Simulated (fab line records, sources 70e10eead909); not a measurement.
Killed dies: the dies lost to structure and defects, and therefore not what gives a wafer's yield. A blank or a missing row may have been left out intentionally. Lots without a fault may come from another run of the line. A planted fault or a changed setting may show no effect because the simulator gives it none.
Matching of chambers -- flow nandHarc -- pecvd-02 running NHARC_A_CONTACT_DEP_29: 3 sister chambers
The step deposits SiON, target thk 100 nm. 18 wafers are shown with their chamber, then 9 later ones without.

EACH WAFER AND ITS CHAMBER
wafer,chamber,heaterPowerW (W)
L074.1,2,780
L074.5,1,785
L074.6,2,789
L077.1,2,749
L077.5,1,683
L077.6,0,724
L085.1,0,761
L085.4,1,753
L085.6,0,782
L087.2,1,801
L087.4,2,727
L087.5,1,804
L093.2,2,749
L093.3,0,680
L093.4,0,702
L092.1,2,628
L092.2,1,780
L092.4,0,661

SIGNATURES (averages over the wafers above)
reading,chamber 0,chamber 1,chamber 2,scatter within a chamber
heaterPowerW,718.33,767.67,737.00,50.3
Rule: distance of a wafer from a chamber = root of the sum over the readings of ((wafer's reading minus chamber's mean) / reading's scatter) squared. If the next closest chamber is less than 2 further off than the closest, the wafer can't be placed; otherwise it belongs to the closest. The scatter is the square root of a quotient: the sum, over the shown wafers, of each reading's squared deviation from its chamber's mean, divided by wafers minus chambers.

WAFERS WITHOUT THEIR CHAMBER
wafer,heaterPowerW (W)
L091.1,700
L091.3,665
L091.4,693
L097.1,679
L097.4,661
L097.6,774
L097.2,717
L097.3,815
L097.5,834

CHAMBER TAKEN BY EACH
wafer,from the rows above,in truth
L091.1,can't be placed: 0 or 2 or 1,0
L091.3,can't be placed: 0 or 2 or 1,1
L091.4,can't be placed: 0 or 2 or 1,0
L097.1,can't be placed: 0 or 2 or 1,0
L097.4,can't be placed: 0 or 2 or 1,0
L097.6,can't be placed: 1 or 2 or 0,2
L097.2,can't be placed: 0 or 2 or 1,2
L097.3,can't be placed: 1 or 2 or 0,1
L097.5,can't be placed: 1 or 2 or 0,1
Correctly placed: 0 of 9. Cannot be placed on the basis of these rows: 9; the candidates contain the true chamber in 9. Placed wrongly: 0.
